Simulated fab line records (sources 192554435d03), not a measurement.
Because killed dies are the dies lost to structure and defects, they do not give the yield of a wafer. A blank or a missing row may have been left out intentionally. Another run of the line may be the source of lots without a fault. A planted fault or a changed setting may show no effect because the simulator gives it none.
Matching of chambers | flow n5Finfet | N5_BEOL_M10_STRIP_67 on rieDiel-04: 4 sister chambers
The step strips in CF4. 30 wafers are shown with their chamber, then 12 later ones without.

== EACH WAFER AND ITS CHAMBER ==
wafer  | chamber | showerheadPlenumPTorr (Torr) | drypumpMotorCurrentA (A) | throttleValvePct (%)
L076.2 | 2       | 1.78                         | 5.77                     | 13.54
L076.4 | 1       | 1.74                         | 6.05                     | 13.84
L076.6 | 2       | 1.78                         | 5.78                     | 13.56
L075.2 | 3       | 1.72                         | 6.12                     | 13.73
L075.5 | 1       | 1.74                         | 6.06                     | 13.85
L075.6 | 2       | 1.78                         | 5.76                     | 13.58
L079.1 | 2       | 1.78                         | 5.79                     | 13.57
L079.4 | 3       | 1.72                         | 6.12                     | 13.73
L079.6 | 3       | 1.72                         | 6.12                     | 13.74
L074.2 | 2       | 1.78                         | 5.77                     | 13.60
L074.3 | 0       | 1.93                         | 5.99                     | 13.23
L074.4 | 1       | 1.74                         | 6.05                     | 13.87
L080.1 | 0       | 1.93                         | 5.99                     | 13.25
L080.4 | 3       | 1.72                         | 6.13                     | 13.76
L080.6 | 3       | 1.72                         | 6.15                     | 13.76
L084.1 | 1       | 1.73                         | 6.04                     | 13.88
L084.2 | 3       | 1.71                         | 6.12                     | 13.76
L084.5 | 2       | 1.77                         | 5.75                     | 13.59
L085.2 | 2       | 1.77                         | 5.78                     | 13.64
L085.4 | 3       | 1.71                         | 6.15                     | 13.79
L085.5 | 3       | 1.71                         | 6.16                     | 13.78
L087.3 | 1       | 1.73                         | 6.04                     | 13.90
L087.4 | 3       | 1.71                         | 6.11                     | 13.78
L087.6 | 2       | 1.77                         | 5.85                     | 13.63
L088.1 | 0       | 1.92                         | 5.98                     | 13.30
L088.3 | 2       | 1.77                         | 5.78                     | 13.64
L088.5 | 3       | 1.71                         | 6.13                     | 13.77
L090.1 | 2       | 1.77                         | 5.80                     | 13.64
L090.2 | 3       | 1.71                         | 6.12                     | 13.79
L090.4 | 1       | 1.73                         | 6.04                     | 13.93

SIGNATURES (averages over the wafers above)
reading               | chamber 0 | chamber 1 | chamber 2 | chamber 3 | scatter within a chamber
showerheadPlenumPTorr | 1.9267    | 1.7350    | 1.7750    | 1.7145    | 0.00533
drypumpMotorCurrentA  | 5.9867    | 6.0467    | 5.7830    | 6.1300    | 0.0194
throttleValvePct      | 13.2600   | 13.8783   | 13.5990   | 13.7627   | 0.0311
Rule: for each reading, subtract the chamber's mean from the wafer's reading, divide by that reading's scatter and square the result; add these up over the readings and take the root, which gives the wafer's distance from the chamber. If the next closest chamber is less than 2 further off than the closest, the wafer can't be placed; otherwise it belongs to the closest. The scatter: the root of (the sum of the squares of (reading less its chamber's mean) over the shown wafers, divided by (wafers less chambers)).

== WAFERS WHOSE CHAMBER IS MISSING ==
wafer  | showerheadPlenumPTorr (Torr) | drypumpMotorCurrentA (A) | throttleValvePct (%)
L091.2 | 1.77                         | 5.79                     | 13.66
L091.3 | 1.72                         | 6.04                     | 13.94
L091.5 | 1.72                         | 6.06                     | 13.94
L094.1 | 1.71                         | 6.15                     | 13.83
L094.2 | 1.77                         | 5.78                     | 13.66
L094.4 | 1.72                         | 6.04                     | 13.95
L092.1 | 1.72                         | 6.07                     | 13.96
L092.4 | 1.71                         | 6.11                     | 13.83
L092.5 | 1.72                         | 6.06                     | 13.96
L096.1 | 1.71                         | 6.15                     | 13.84
L096.3 | 1.77                         | 5.81                     | 13.68
L096.5 | 1.72                         | 6.06                     | 13.98

== EACH ONE'S CHAMBER ==
wafer  | from the rows above | in truth
L091.2 | 2                   | 2
L091.3 | 1                   | 1
L091.5 | 1                   | 1
L094.1 | 3                   | 3
L094.2 | 2                   | 2
L094.4 | 1                   | 1
L092.1 | 1                   | 1
L092.4 | 3                   | 3
L092.5 | 1                   | 1
L096.1 | 3                   | 3
L096.3 | 2                   | 2
L096.5 | 1                   | 1
Correctly placed: 12 of 12. Not placeable from these rows: 0. Number placed wrongly: 0.
